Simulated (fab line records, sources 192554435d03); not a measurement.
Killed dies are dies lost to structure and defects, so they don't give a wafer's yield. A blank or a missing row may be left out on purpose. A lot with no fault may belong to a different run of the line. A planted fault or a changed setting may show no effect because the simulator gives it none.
The same fault as seen by 2 desks | flow n5-finfet | only its own numbers are on each desk; what lay behind them is given at the end

== DESK OF THE TOOL OWNER: wet-bench-05 ==
The tool's own readings at N5_SD_EPI_P_HM_STRIP_48 (strips SiNx in H3PO4, material SiNx, target depth 3 nm): means of the sampled wafers that have a number, for each lot that ran on this tool. Any lot whose mean is over 4 standard deviations away from the usual mean is out of limits and marked OUT; that distance is given in the brackets.
Columns: A = bath-guard-temp-C at N5_SD_EPI_P_HM_STRIP_48, usual 159.9 C
lot  | first seen here | A
L556 | day 3 09:35     | 160.0
L560 | day 4 10:29     | 159.9
L563 | day 5 05:02     | 159.6
L572 | day 7 10:49     | 159.4
Finding of this desk: none of the 4 lots has anything out of limits.

== THE DEFECT DESK ==
Counts from the inspections along the route, per lot, as means over the sampled wafers that have a number. Any lot whose mean is over 4 standard deviations away from the usual mean is out of limits and marked OUT; that distance is given in the brackets.
Columns: A = raw-defect-count at N5_SD_EPI_P_INSPECT_26, usual 176
lot  | first seen here | A
L556 | day 3 09:44     | 119
L558 | day 3 22:32     | 194
L559 | day 4 06:45     | 180
L560 | day 4 10:37     | 168
L561 | day 4 16:32     | 171
L562 | day 4 20:56     | 128
L563 | day 5 05:10     | 184
L572 | day 7 10:57     | 365 (+4.8) OUT
L573 | day 7 17:17     | 196
L575 | day 8 04:08     | 153
L576 | day 8 12:40     | 181
L578 | day 8 20:34     | 164
This desk's verdict: out of limits on L572, starting with L572 at day 7 10:57 (raw-defect-count at N5_SD_EPI_P_INSPECT_26). L556, L558, L559, L560, L561, L562, L563, L573, L575, L576, L578 stayed within limits.

== TAKEN TOGETHER ==
The defect desk could have raised an alarm at day 7 10:57, on L572.
The desk of the tool owner found nothing out of limits.
On record at the tool owner's desk: L572, within its limits.
On wet-bench-05, each named lot ran N5_SD_EPI_P_HM_STRIP_48.

== WHAT WAS PUT IN BY THE SIMULATOR ==
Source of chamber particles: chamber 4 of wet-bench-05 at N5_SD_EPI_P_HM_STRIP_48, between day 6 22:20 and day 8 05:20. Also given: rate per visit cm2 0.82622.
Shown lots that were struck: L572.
Hours from the fault's start to each desk's first reading out of limits: the defect desk, 13.
